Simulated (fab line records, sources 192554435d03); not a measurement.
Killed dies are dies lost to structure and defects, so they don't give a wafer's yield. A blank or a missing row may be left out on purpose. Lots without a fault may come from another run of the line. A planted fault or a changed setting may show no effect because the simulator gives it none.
Chamber matching | flow n5_finfet | N5_HKMG_FIN_ALD_91 on ald_metal-01: 4 sister chambers
The step deposits TiN, target thk 1 nm, pulse time 1 s, purge time 3 s. 16 wafers are shown with their chamber, then 8 later ones without.

WAFERS WITH THEIR CHAMBER
wafer  | chamber | heater_power_outer_w (W) | heater_power_w (W) | precursor_pulse_height_rel
L075.1 | 3       | 591                      | 909                | 0.997
L075.2 | 2       | 715                      | 1067               | 0.991
L075.4 | 1       | 585                      | 961                | 0.983
L077.1 | 3       | 581                      | 918                | 0.972
L077.5 | 1       | 568                      | 941                | 0.999
L077.6 | 0       | 480                      | 801                | 1.017
L086.2 | 1       | 583                      | 938                | 0.973
L086.5 | 2       | 692                      | 1089               | 0.997
L086.6 | 1       | 592                      | 976                | 1.001
L085.3 | 3       | 588                      | 896                | 1.013
L085.4 | 1       | 578                      | 971                | 1.017
L085.5 | 2       | 684                      | 1106               | 0.980
L087.3 | 2       | 703                      | 1083               | 0.963
L087.5 | 3       | 586                      | 924                | 1.009
L087.6 | 1       | 575                      | 949                | 1.001
L091.1 | 2       | 684                      | 1066               | 1.002

SIGNATURES (means of the wafers above)
reading                    | chamber 0 | chamber 1 | chamber 2 | chamber 3 | scatter within a chamber
heater_power_outer_w       | 480.00    | 580.17    | 695.60    | 586.50    | 9.65
heater_power_w             | 801.00    | 956.00    | 1082.20   | 911.75    | 15.3
precursor_pulse_height_rel | 1.01700   | 0.99567   | 0.98660   | 0.99775   | 0.0163
Rule: a wafer's distance from a chamber is the root of the sum, over the readings, of the square of ((its reading less the chamber's mean) divided by the reading's scatter). The wafer belongs to the nearest chamber; if the next one is less than 2 further off, it can't be placed. The scatter: the root of (the sum of the squares of (reading less its chamber's mean) over the shown wafers, divided by (wafers less chambers)).

WAFERS WITHOUT THEIR CHAMBER
wafer  | heater_power_outer_w (W) | heater_power_w (W) | precursor_pulse_height_rel
L091.5 | 585                      | 957                | 1.005
L091.6 | 682                      | 1099               | 0.972
L092.1 | 483                      | 802                | 0.981
L092.2 | 693                      | 1064               | 0.995
L092.3 | 559                      | 954                | 1.022
L094.2 | 491                      | 832                | 0.986
L094.4 | 685                      | 1102               | 1.008
L094.6 | 475                      | 805                | 0.976

WHICH CHAMBER EACH WENT THROUGH
wafer  | from the rows above     | in truth
L091.5 | 1                       | 1
L091.6 | 2                       | 2
L092.1 | 0                       | 0
L092.2 | 2                       | 2
L092.3 | can't be placed: 1 or 3 | 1
L094.2 | 0                       | 0
L094.4 | 2                       | 2
L094.6 | 0                       | 0
Placed correctly: 7 of 8. Can't be placed from these rows: 1 (the true chamber is among the candidates in 1). Placed wrongly: 0.
